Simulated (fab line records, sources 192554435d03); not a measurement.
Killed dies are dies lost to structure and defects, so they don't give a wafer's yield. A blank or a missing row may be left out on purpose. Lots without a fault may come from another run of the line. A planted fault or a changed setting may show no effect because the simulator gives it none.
Which tool did it? | flow n5_finfet | 24 lots, 72 wafers sampled, at 3 steps of a route of 1938

WHAT THE GAUGES READ, wafer by wafer
N5_BEOL_M0_SAQP_CD_MEAS_25: target cd 13.1 nm. Usual: cd_nm 12.79 nm, standard deviation 0.22.
lot  | measured     | on        | cd_nm (nm)        | flag
L074 | day 5 15:59  | cd_sem-01 | 12.63 13.08 12.63 |
L076 | day 7 02:29  | cd_sem-03 | 12.70 12.60 12.53 |
L075 | day 7 02:46  | cd_sem-02 | 12.90 12.83 12.79 |
L077 | day 7 02:56  | cd_sem-03 | 12.74 12.70 12.48 |
L078 | day 7 03:11  | cd_sem-01 | 12.69 12.51 12.87 |
L079 | day 7 11:58  | cd_sem-02 | 12.57 12.95 12.98 |
L080 | day 7 13:23  | cd_sem-02 | 12.57 12.84 12.58 |
L081 | day 7 17:44  | cd_sem-03 | 12.55 12.91 12.75 |
L082 | day 8 00:00  | cd_sem-02 | 12.95 12.62 12.94 |
L083 | day 8 04:51  | cd_sem-01 | 12.79 12.71 13.20 |
L084 | day 8 17:41  | cd_sem-02 | 13.14 12.38 12.64 |
L085 | day 8 20:43  | cd_sem-03 | 12.94 12.77 13.04 |
L086 | day 9 04:37  | cd_sem-02 | 12.56 13.12 13.20 |
L087 | day 9 08:41  | cd_sem-03 | 12.76 12.66 12.90 |
L088 | day 9 11:14  | cd_sem-02 | 12.60 12.73 12.55 |
L089 | day 9 20:39  | cd_sem-02 | 13.07 12.79 12.82 |
L090 | day 9 23:23  | cd_sem-01 | 12.46 12.54 13.01 |
L091 | day 10 07:04 | cd_sem-03 | 12.52 12.91 12.94 |
L092 | day 10 10:14 | cd_sem-03 | 12.54 12.59 13.12 |
L093 | day 10 20:34 | cd_sem-03 | 12.47 12.53 12.99 |
L095 | day 11 04:26 | cd_sem-03 | 12.50 12.80 12.89 |
L097 | day 11 08:39 | cd_sem-02 | 13.09 12.50 12.70 |
L096 | day 11 11:40 | cd_sem-01 | 13.21 13.03 13.00 |
L094 | day 11 14:16 | cd_sem-03 | 12.90 12.93 12.54 |

N5_BEOL_M0_SAQP_OVL_MEAS_41. Usual: M0_CUT1_OVL 0.5 nm, standard deviation 0.56.
lot  | measured     | on         | M0_CUT1_OVL (nm) | flag
L074 | day 5 18:30  | overlay-01 | 0.5 0.4 0.5      |
L076 | day 7 04:41  | overlay-01 | 0.8 0.5 1.2      |
L075 | day 7 04:53  | overlay-01 | 1.3 0.6 0.2      |
L077 | day 7 05:19  | overlay-01 | -0.4 1.3 -0.2    |
L078 | day 7 05:26  | overlay-01 | 0.2 1.0 0.6      |
L079 | day 7 14:28  | overlay-01 | 0.8 0.5 0.8      |
L080 | day 7 17:05  | overlay-02 | 1.3 -0.7 0.1     |
L081 | day 7 20:01  | overlay-01 | -0.4 -0.2 0.4    |
L082 | day 8 02:07  | overlay-01 | 0.6 0.6 0.7      |
L083 | day 8 07:01  | overlay-01 | 0.7 1.0 0.5      |
L084 | day 8 20:08  | overlay-01 | 0.9 0.5 -0.1     |
L085 | day 8 23:37  | overlay-02 | 0.5 1.1 0.4      |
L086 | day 9 06:59  | overlay-01 | 0.2 0.3 -0.1     |
L087 | day 9 10:50  | overlay-02 | -0.3 0.6 0.8     |
L088 | day 9 13:28  | overlay-01 | 0.0 0.4 -0.2     |
L089 | day 9 23:49  | overlay-02 | -1.0 -0.9 -0.7   |
L090 | day 10 01:37 | overlay-02 | 1.4 0.4 0.4      |
L091 | day 10 09:29 | overlay-02 | 1.0 0.7 0.8      |
L092 | day 10 13:02 | overlay-01 | 1.0 1.8 0.4      |
L093 | day 10 22:47 | overlay-02 | -0.3 0.6 0.3     |
L095 | day 11 08:23 | overlay-02 | 0.3 1.3 1.1      |
L097 | day 11 10:52 | overlay-02 | 0.4 1.0 1.7      |
L096 | day 11 14:17 | overlay-01 | -0.1 0.3 0.7     |
L094 | day 11 18:40 | overlay-02 | 0.7 0.6 0.5      |

WHICH TOOL RAN EACH LOT (tool, then ch and the chambers of the sampled wafers, then the start)
lot  | N5_BEOL_M0_SAQP_RECESS_114
L074 | vapor_etch-01 ch 0,1, day 5 15:02
L076 | vapor_etch-02 ch 0,1, day 7 01:18
L075 | vapor_etch-01 ch 0, day 7 01:34
L077 | vapor_etch-02 ch 0,1, day 7 01:42
L078 | vapor_etch-01 ch 0,1, day 7 02:05
L079 | vapor_etch-02 ch 0,1, day 7 10:19
L080 | vapor_etch-02 ch 0,1, day 7 12:12
L081 | vapor_etch-01 ch 0,1, day 7 16:38
L082 | vapor_etch-02 ch 0,1, day 7 23:04
L083 | vapor_etch-01 ch 0,1, day 8 03:44
L084 | vapor_etch-02 ch 0,1, day 8 15:43
L085 | vapor_etch-01 ch 0,1, day 8 19:31
L086 | vapor_etch-01 ch 0,1, day 9 03:32
L087 | vapor_etch-02 ch 0,1, day 9 07:01
L088 | vapor_etch-02 ch 0,1, day 9 10:10
L089 | vapor_etch-01 ch 0,1, day 9 19:35
L090 | vapor_etch-01 ch 0, day 9 21:53
L091 | vapor_etch-01 ch 0,1, day 10 05:24
L092 | vapor_etch-01 ch 0,1, day 10 08:20
L093 | vapor_etch-01 ch 0,1, day 10 19:37
L095 | vapor_etch-01 ch 0,1, day 11 03:23
L097 | vapor_etch-01 ch 0,1, day 11 07:35
L096 | vapor_etch-01 ch 0, day 11 10:32
L094 | vapor_etch-01 ch 0,1, day 11 13:13
- N5_BEOL_M0_SAQP_RECESS_114: chemistry HF/NH3, target SiO2, target depth 14.4 nm, afs cycles 3, sublimation time 60 s.

WHAT THE TOOLS THEMSELVES READ (means of the sampled wafers that have a number; where no wafer has one, the mark that the record gives instead)
N5_BEOL_M0_SAQP_RECESS_114. Usual: drypump_motor_current_A 6.0 A, standard deviation 0.4; temp_c 30.01 C, standard deviation 0.11.
lot  | tool          | drypump_motor_current_A (A) | temp_c (C) | flag
L074 | vapor_etch-01 | 6.3                         | 30.00      |
L076 | vapor_etch-02 | 5.5                         | 30.01      |
L075 | vapor_etch-01 | 5.9                         | 29.87      |
L077 | vapor_etch-02 | 5.6                         | 30.03      |
L078 | vapor_etch-01 | 6.3                         | 30.03      |
L079 | vapor_etch-02 | 5.5                         | 29.98      |
L080 | vapor_etch-02 | 5.6                         | 29.85      |
L081 | vapor_etch-01 | 6.3                         | 29.95      |
L082 | vapor_etch-02 | 5.5                         | 30.03      |
L083 | vapor_etch-01 | 6.2                         | 30.00      |
L084 | vapor_etch-02 | 5.5                         | 29.99      |
L085 | vapor_etch-01 | 6.3                         | 30.04      |
L086 | vapor_etch-01 | 6.3                         | 30.01      |
L087 | vapor_etch-02 | 5.5                         | 30.02      |
L088 | vapor_etch-02 | 5.5                         | 30.10      |
L089 | vapor_etch-01 | 6.4                         | 29.85      |
L090 | vapor_etch-01 | 6.0                         | 30.08      |
L091 | vapor_etch-01 | 6.1                         | 30.10      |
L092 | vapor_etch-01 | 6.1                         | 29.96      |
L093 | vapor_etch-01 | 6.1                         | 30.11      |
L095 | vapor_etch-01 | 6.3                         | 29.98      |
L097 | vapor_etch-01 | 6.3                         | 30.14      |
L096 | vapor_etch-01 | 5.9                         | 30.16      |
L094 | vapor_etch-01 | 6.2                         | 29.97      |

THE ANSWER, worked out from the rows above alone
Rule: a lot is off if the mean of its wafers that have a number lies more than 3 standard deviations from the usual mean. A lot without any number at a reading at which 4 lots or more have one is off too. The other lots that the step has rows for count as sound. The gauges are gone through in route order, then the tools' own readings, and for those a lot's mean is taken as printed above. The first step at which some lot is off is used, and at that step the reading that is off furthest; a lot without a number counts as furthest.
No lot is off at any reading shown: from this, nothing can be told.

WHAT THE SIMULATOR HAD PUT IN
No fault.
